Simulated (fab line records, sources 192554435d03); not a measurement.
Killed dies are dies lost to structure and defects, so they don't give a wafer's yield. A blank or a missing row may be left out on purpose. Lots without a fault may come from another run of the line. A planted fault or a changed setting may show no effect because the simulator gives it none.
Chamber matching | flow n5_finfet | N5_HKMG_FIN_CMP_94 on cmp-01: 4 sister chambers
The step polishes, stops on SiNx, t overpolish 4.7 s, target thk 43.299 nm. 8 wafers are shown with their chamber, then 7 later ones without.

WAFERS WITH THEIR CHAMBER
wafer  | chamber | motor_current_A (A) | retaining_ring_pressure_frac
L079.4 | 0       | 9.9                 | 1.003
L082.4 | 1       | 11.3                | 0.999
L082.5 | 2       | 11.1                | 0.996
L083.1 | 3       | 13.1                | 0.998
L083.2 | 1       | 11.9                | 0.997
L083.5 | 2       | 12.0                | 0.997
L084.1 | 3       | 13.1                | 1.006
L084.5 | 0       | 10.5                | 1.000

WAFERS WITHOUT THEIR CHAMBER
wafer  | motor_current_A (A) | retaining_ring_pressure_frac
L084.6 | 13.1                | 0.998
L085.2 | 11.6                | 0.991
L085.4 | 13.3                | 1.002
L085.6 | 11.7                | 1.001
L093.1 | 10.2                | 1.003
L093.2 | 11.6                | 0.997
L093.3 | 11.4                | 1.005

WHICH CHAMBER EACH WENT THROUGH
wafer  | from the rows above               | in truth
L084.6 | 3                                 | 3
L085.2 | can't be placed: 2 or 1           | 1
L085.4 | 3                                 | 3
L085.6 | can't be placed: 1 or 2           | 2
L093.1 | 0                                 | 0
L093.2 | can't be placed: 2 or 1           | 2
L093.3 | can't be placed: 1 or 2 or 0 or 3 | 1
Placed correctly: 3 of 7. Can't be placed from these rows: 4 (the true chamber is among the candidates in 4). Placed wrongly: 0.
How it was worked out, from the rows above alone: a wafer's distance from a chamber is the root of the sum, over the readings, of the square of ((its reading less the chamber's mean) divided by the reading's scatter). The wafer belongs to the nearest chamber; if the next one is less than 2 further off, it can't be placed. A chamber's mean is the mean of its shown wafers. The scatter: the root of (the sum of the squares of (reading less its chamber's mean) over the shown wafers, divided by (wafers less chambers)).
